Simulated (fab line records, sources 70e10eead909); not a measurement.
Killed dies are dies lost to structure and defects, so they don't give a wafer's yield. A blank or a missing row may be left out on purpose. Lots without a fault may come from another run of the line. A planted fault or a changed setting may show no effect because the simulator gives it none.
fab line records | flow nand_harc
record lots=7 wafers=19 last_day=24
route steps=1159 shown A_WL_FILL@810 END@1159
lots that met no fault: from a run of the same line without faults
start_h: hours from the record's first day to the start of the lot's first wafer shown | wait_h: hours since the lot's step before | " the same as in the row above | L1.1+2: a row that stands for several wafers | - no value, or no start given | * or withheld: withheld | < > ~ a bound
route shown NAME@n: a module of which the file shows steps, and the number in the route of the first | usual: mean/standard deviation of fault-free wafers | same: alike in all rows | chamber/n: place in a boat | sites: the reading at each site | _std_site: their standard deviation | _edge_site: outer sites' mean less inner sites' | radius_mm: how far each site lies from the wafer's centre | mask NAME#n: copy n | behind: the tool/chamber that last shaped the wafer | hold: why the lot was held/for how many hours/how that ended | device: the transistor (n, p or np) that didn't switch | end of line: the same wafers' tests at the end of the route | a step without rows: its recipe alone | killed: dies lost to structure and defects at the first sort, not the wafer's yield | map: a wafer's dies, x killed, . not, _ none there
set.NAME: the setting as run; set.NAME@STEP: as run at that earlier step | model.NAME: the simulator's own value behind a step, which no gauge read
lots at some steps of the route; a table a step, a row a wafer
services: from which hour (start_h, from the record's first day; less than 0 if before it) a tool's chamber was out of use, for how many hours, and why
## steps
# step NHARC_A_WL_FILL_RTA_01
# recipe temp_c=1000 time_s=5
# usual lamp_power_pct=30.8/1.6 wafer_temp_C_max=1003.8/0.87
# columns lot.wafer tool chamber start_h wait_h lamp_power_pct wafer_temp_C_max
L816.1 rtp_anneal-02 0 347.18 - 28.5 1003.3
L816.3 " 0 " " 28.4 1004.5
L816.4 " 0 " " 28.5 1004.7
L815.2 rtp_anneal-01 0 347.32 - 31.9 1004.5
L815.5 " 0 " " 31.8 1004.5
L815.6 " 0 " " 31.9 1003.4
L819.3 rtp_anneal-01 0 378.75 - 31.9 1003.1
L819.4 " 0 " " 31.9 1003.4
L819.6 " 0 " " 31.9 1002.8
L818.3 rtp_anneal-01 0 378.92 - 31.9 1004.2
L818.6 " 0 " " 31.9 1003.2
L820.3 rtp_anneal-02 0 386.38 - 28.5 1004.3
L820.6 " 0 " " 28.4 1006.0
L827.2 rtp_anneal-01 0 436.15 - 31.9 1003.0
L827.4 " 0 " " 31.8 1004.1
L827.5 " 0 " " 31.9 1003.7
L834.3 rtp_anneal-01 0 456.14 - 31.9 1003.0
L834.4 " 0 " " 31.9 1003.0
L834.5 " 0 " " 31.9 1003.9
# step NHARC_A_WL_FILL_ALD_02
# recipe target_thk_a=20 pulse_time_s=3 ald_cycles=100 temp_c=450 material=TiN
# step NHARC_A_WL_FILL_CVD_03
# recipe target_thk_a=400 temp_c=300 pressure_torr=40 wf6_flow_sccm=40 h2_flow_sccm=1600 ar_flow_sccm=1560 time_s=3302 material=W
# usual heater_power_w=500/79 throttle_valve_pct=7.8/0.51
# columns lot.wafer tool chamber start_h wait_h heater_power_w throttle_valve_pct
L816.1 cvd_w-01 0 347.94 0.1 492 7.4
L816.3 " 0 " " 495 7.2
L816.4 " 1 " " 558 8.7
L815.2 cvd_w-02 1 348.41 0.5 575 7.7
L815.5 " 1 350.30 2.4 572 7.6
L815.6 " 0 " " 387 7.5
L819.4 cvd_w-01 1 380.29 1.0 564 8.7
L819.3 " 0 " " 490 7.5
L819.6 " 0 " " 492 7.4
L818.3 cvd_w-01 1 385.97 6.5 540 8.8
L818.6 " 0 387.37 7.9 494 7.7
L820.3 cvd_w-01 1 394.45 7.5 551 8.6
L820.6 " 1 " " 566 8.7
L827.2 cvd_w-02 0 438.41 1.7 379 7.7
L827.4 " 1 439.84 3.1 579 7.3
L827.5 " 1 " " 579 7.3
L834.3 cvd_w-01 0 462.14 5.5 493 7.6
L834.4 " 1 " " 570 8.7
L834.5 " 0 " " 494 7.5
# step NHARC_A_WL_FILL_ETCHBACK_04
# recipe target_depth_a=600 time_s=120 chemistry=NF3
# usual drypump_motor_current_A=5.3/0.41 oes_product_au=0.993/0.011
# columns lot.wafer tool chamber start_h wait_h drypump_motor_current_A oes_product_au rf_hours_counter_h
L816.1 rie_metal-02 0 351.36 2.9 4.8 0.987 4.3
L816.4 " 1 " " 5.0 0.997 -
L816.3 " 0 " " 4.8 0.980 -
L815.2 rie_metal-01 0 351.73 2.8 6.0 0.986 0.2
L815.6 " 0 " " 6.0 1.002 -
L815.5 " 1 " " 5.5 1.006 -
L819.4 rie_metal-03 1 382.74 2.0 5.5 0.974 -
L819.3 " 0 " " 5.1 0.991 -
L819.6 " 1 " " 5.6 0.971 -
L818.3 rie_metal-03 0 388.42 2.0 5.1 0.998 -
L818.6 " 0 " " 5.1 0.991 -
L820.3 rie_metal-03 1 396.40 1.5 5.6 0.970 -
L820.6 " 0 " " 5.1 0.997 -
L827.2 rie_metal-02 1 441.79 2.9 4.9 1.002 1.1
L827.4 " 0 " " 4.8 1.000 -
L827.5 " 1 " " 4.9 1.000 -
L834.3 rie_metal-02 1 464.57 2.0 5.0 0.997 -
L834.4 " 0 " " 4.8 1.004 -
L834.5 " 0 " " 4.8 1.009 -
# step NHARC_A_WL_FILL_ETCHBACK_05
# recipe target_depth_a=220 time_s=60 temp_c=40 chemistry=Cl2/BCl3
# usual drypump_motor_current_A=5.3/0.4 oes_product_au=0.994/0.0095
# columns lot.wafer tool chamber start_h wait_h drypump_motor_current_A oes_product_au rf_hours_counter_h
L816.1 rie_metal-02 0 351.56 0.2 4.8 0.987 4.4
L816.4 " 0 " " 4.8 0.984 -
L816.3 " 1 " " 5.0 0.992 -
L815.2 rie_metal-01 1 351.97 0.2 5.4 1.000 0.4
L815.6 " 1 " " 5.5 0.994 -
L815.5 " 0 " " 6.0 0.988 -
L819.4 rie_metal-03 1 382.93 0.2 5.6 0.972 -
L819.3 " 0 " " 5.1 0.999 -
L819.6 " 0 " " 5.1 0.991 -
L818.3 rie_metal-03 1 388.59 0.1 5.6 0.975 -
L818.6 " 1 " " 5.6 0.971 -
L820.3 rie_metal-03 0 396.61 0.2 5.1 0.987 -
L820.6 " 0 " " 5.1 0.985 -
L827.2 rie_metal-02 1 442.02 0.2 5.0 0.990 1.2
L827.4 " 1 " " 5.0 0.996 -
L827.5 " 0 " " 4.8 0.991 -
L834.3 rie_metal-02 0 464.77 0.2 4.8 0.998 -
L834.4 " 1 " " 5.0 0.994 -
L834.5 " 1 " " 5.0 1.000 -
# step NHARC_A_WL_FILL_STRIP_27
# recipe power_w=1500 temp_c=250 time_s=20 chemistry=N2/H2
# usual drypump_motor_current_A=5.8/0.4 heater_power_w=303/7.3 rf_refl_power_W=18.7/1.7
# columns lot.wafer tool chamber start_h wait_h drypump_motor_current_A heater_power_w rf_hours_counter_h rf_refl_power_W
L816.1 plasma_asher-01 0 351.74 0.2 5.9 285 19 16.4
L816.4 " 1 " " 5.5 310 - 15.9
L816.3 " 0 " " 5.9 299 - 16.6
L815.2 plasma_asher-01 0 352.11 0.1 5.9 299 19 16.7
L815.6 " 0 " " 5.9 295 - 16.3
L815.5 " 1 " " 5.5 308 - 16.1
L819.4 plasma_asher-01 0 383.09 0.1 5.9 294 - -
L819.3 " 1 " " 5.5 313 - -
L819.6 " 0 " " 5.9 286 - -
L818.3 plasma_asher-02 1 388.77 0.2 5.3 308 - 19.5
L818.6 " 1 " " 5.3 301 - 19.9
L820.3 plasma_asher-01 0 396.77 0.1 5.9 291 - -
L820.6 " 0 " " 5.9 292 - -
L827.2 plasma_asher-01 0 442.17 0.1 5.9 306 53 16.6
L827.4 " 0 " " 5.9 295 - 16.0
L827.5 " 0 " " 5.9 302 - 16.1
L834.3 plasma_asher-02 1 464.93 0.1 5.3 311 - 19.3
L834.4 " 0 " " 6.3 302 - 20.3
L834.5 " 1 " " 5.3 306 - 19.4
# step NHARC_A_WL_FILL_STRIP_28
# recipe time_s=1200 temp_c=72.5 chemistry=post_etch_residue_remover
# step NHARC_A_WL_FILL_PRECLEAN_06
# recipe time_s=300 chemistry=DIW
# step NHARC_A_WL_FILL_SRD_07
# step NHARC_A_WL_FILL_ANNEAL_08
# recipe temp_c=450 time_s=1800
# step NHARC_A_WL_FILL_ALD_10
# recipe target_thk_a=500 pulse_time_s=10 ald_cycles=500 temp_c=300 material=SiO2
# usual ald_cycles=500/0 heater_power_w=464/33 precursor_pulse_height_rel=1.000/0.02
# columns lot.wafer tool chamber start_h wait_h ald_cycles heater_power_w precursor_pulse_height_rel
L816.1 ald_hk-04 1 357.88 0.6 500 471 0.973
L816.4 " 2 " " 500 473 0.984
L816.3 " 3 " " 500 445 0.983
L815.2 ald_hk-02 3 357.90 0.6 500 483 1.019
L815.5 " 2 359.47 2.1 500 438 0.998
L815.6 " 3 " " 500 470 0.998
L819.3 ald_hk-02 3 388.54 0.0 500 469 1.018
L819.4 " 0 " " 500 531 1.021
L819.6 " 0 391.13 2.6 569 521 1.018
L818.3 ald_hk-02 0 394.42 0.6 500 510 0.996
L818.6 " 3 395.96 2.1 569 474 0.975
L820.3 ald_hk-02 2 404.40 1.6 500 436 1.016
L820.6 " 0 405.43 2.6 569 516 0.999
L827.2 ald_hk-03 3 448.41 1.1 500 452 0.959
L827.4 " 0 " " 500 476 0.998
L827.5 " 1 " " 500 376 1.025
L834.4 ald_hk-03 3 470.37 0.0 500 438 1.043
L834.3 " 1 471.39 1.1 500 384 1.008
L834.5 " 3 472.40 2.1 500 449 1.004
# step NHARC_A_WL_FILL_ETCHBACK_16
# recipe target_depth_a=880 time_s=17.6 c4f8_flow_sccm=withheld o2_flow_sccm=8 ar_flow_sccm=withheld rf_w=600 bias_w=800 chemistry=C4F8/O2/Ar
# step NHARC_END_SORT_01
# recipe temp_c=25
# usual killed_at_array=26/9.1 killed_at_other=0.7/0.9 killed_at_periphery=3.6/2.8 killed_dies=30/9.2 killed_open=3.0/1.9 killed_short=2.0/1.4
# same gross_dies=677
# columns lot.wafer tool chamber start_h wait_h killed_at_array killed_at_other killed_at_periphery killed_dies killed_open killed_short
L818.6 prober-01 0 485.67 3.9 14 1 2 17 3 0
L819.3 prober-02 0 483.33 3.1 21 1 4 26 1 2
L819.4 prober-02 0 484.13 3.4 30 3 3 36 2 0
L819.6 prober-02 0 485.74 4.0 23 2 3 28 4 2
L820.6 prober-01 0 501.22 4.0 27 0 3 30 1 0
L827.2 prober-01 0 562.55 2.8 27 2 5 34 3 2
L827.4 prober-01 0 564.17 3.4 34 0 7 41 6 3
L827.5 prober-01 0 564.98 3.7 23 1 7 31 6 3
# killed by level:class
L819.3 A_CHANNEL_HOLE_D1:chamber_film_flake=11 A_STAIRCASE:chamber_film_flake=5 P_STI:chamber_film_flake=2 A_ZERO_WELL:chamber_film_flake=2 P_CONTACT:geometric_particle:short=1 A_SOURCE_PLATE:geometric_particle:open=1 A_ONON_D1:geometric_particle:short=1 P_GATE:chamber_film_flake=1
L819.4 A_CHANNEL_HOLE_D1:chamber_film_flake=15 A_STAIRCASE:chamber_film_flake=7 A_ZERO_WELL:chamber_film_flake=3 THIN_TSV:chamber_film_flake=3 P_STI:chamber_film_flake=2 A_ONON_D1:geometric_particle:open=1 A_BLC:geometric_particle:open=1 P_GATE:chamber_film_flake=1
L818.6 A_CHANNEL_HOLE_D1:chamber_film_flake=4 A_CONTACT:chamber_film_flake=4 A_CHANNEL_FILL_D1:chamber_film_flake=2 P_CONTACT:geometric_particle:open=1 A_ONON_D1:geometric_particle:open=1 A_M0:geometric_particle:open=1 P_CONTACT:chamber_film_flake=1 A_STAIRCASE:chamber_film_flake=1
L819.6 A_CHANNEL_HOLE_D1:chamber_film_flake=11 A_STAIRCASE:chamber_film_flake=5 A_M0:geometric_particle:open=2 P_STI:chamber_film_flake=2 A_CONTACT:chamber_film_flake=2 THIN_TSV:chamber_film_flake=2 P_M0:geometric_particle:open=1 A_ONON_D1:geometric_particle:short=1
L820.6 A_CHANNEL_HOLE_D1:chamber_film_flake=14 A_CONTACT:chamber_film_flake=7 A_STAIRCASE:chamber_film_flake=4 P_GATE:chamber_film_flake=3 A_CHANNEL_FILL_D1:geometric_particle:open=1 A_WL_FILL:chamber_film_flake=1
L827.2 A_CHANNEL_HOLE_D1:chamber_film_flake=16 A_CONTACT:chamber_film_flake=5 P_M1:chamber_film_flake=3 P_CONTACT:geometric_particle:open=1 A_STAIRCASE:geometric_particle:open=1 A_WL_FILL:geometric_particle:open=1 A_M0:geometric_particle:short=1 STARTING-WAFER:geometric_particle:short=1
L827.4 A_CHANNEL_HOLE_D1:chamber_film_flake=18 A_CONTACT:chamber_film_flake=8 P_GATE:geometric_particle:short=2 P_CONTACT:geometric_particle:open=2 P_BONDPAD:chamber_film_flake=2 A_SGD_CUT:geometric_particle:short=1 A_SGD_CUT:geometric_particle:open=1 A_CONTACT:geometric_particle:open=1
L827.5 A_CHANNEL_HOLE_D1:chamber_film_flake=14 P_BONDPAD:chamber_film_flake=4 A_CONTACT:chamber_film_flake=3 P_M0:geometric_particle:open=2 A_ONON_D1:geometric_particle:open=2 P_M0:geometric_particle:short=1 A_SGD_CUT:geometric_particle:short=1 A_CONTACT:geometric_particle:open=1
## services
# columns tool chamber start_h hours kind
rie_metal-01 - 332.00 9.0 pm
cvd_w-01 1 336.77 7.6 repair
plasma_asher-02 - 360.00 9.0 pm
ald_hk-04 - 365.18 10.0 pm
cvd_w-02 - 376.66 13.0 pm
rie_metal-02 - 388.00 9.0 pm
rie_metal-02 0 388.00 9.0 vent_cycle
rie_metal-02 1 388.00 18.2 vent_cycle
rie_metal-02 0 397.00 - clean
rie_metal-01 1 401.92 3.8 repair
rie_metal-02 - 409.06 0.7 repair
ald_hk-03 - 451.44 0.6 repair
rie_metal-03 - 453.04 9.0 pm
rie_metal-03 0 453.04 9.0 vent_cycle
rie_metal-03 1 453.04 9.0 vent_cycle
ald_hk-02 - 458.40 10.0 pm
ald_hk-02 0 458.40 10.0 vent_cycle
ald_hk-02 1 458.40 10.0 vent_cycle
ald_hk-02 2 458.40 10.0 vent_cycle
plasma_asher-01 - 461.71 9.0 pm
plasma_asher-01 0 461.71 18.0 vent_cycle
plasma_asher-01 1 461.71 18.0 vent_cycle
rie_metal-03 0 462.04 - clean
rie_metal-03 1 462.04 - clean
## key
first_sign step=NHARC_A_WL_FILL_ALD_10 reading=ald_cycles direction=up sigmas=99+ usual=500 struck=569
effect none on later readings
met_at NHARC_A_WL_FILL_ALD_10
struck_wafers L818.6,L819.6,L820.6
tester_left_out L818,L819,L820
fault kind=process_parameter_drift tool=ald_hk-02 chamber=- onset_h=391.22 steps=NHARC_A_WL_FILL_ALD_10 channel=ald_cycles offset=69 shape=step end_h=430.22 scope=struck_wafers_only acts_in=these_recipes_only stated=500
# tester_left_out: of these lots the tester's yield and bins aren't shown, on N5 and GAA mostly nor the transistor test; their killed dies are dies lost to structure and defects alone, not to doping, threshold or leakage, so they don't give the yield
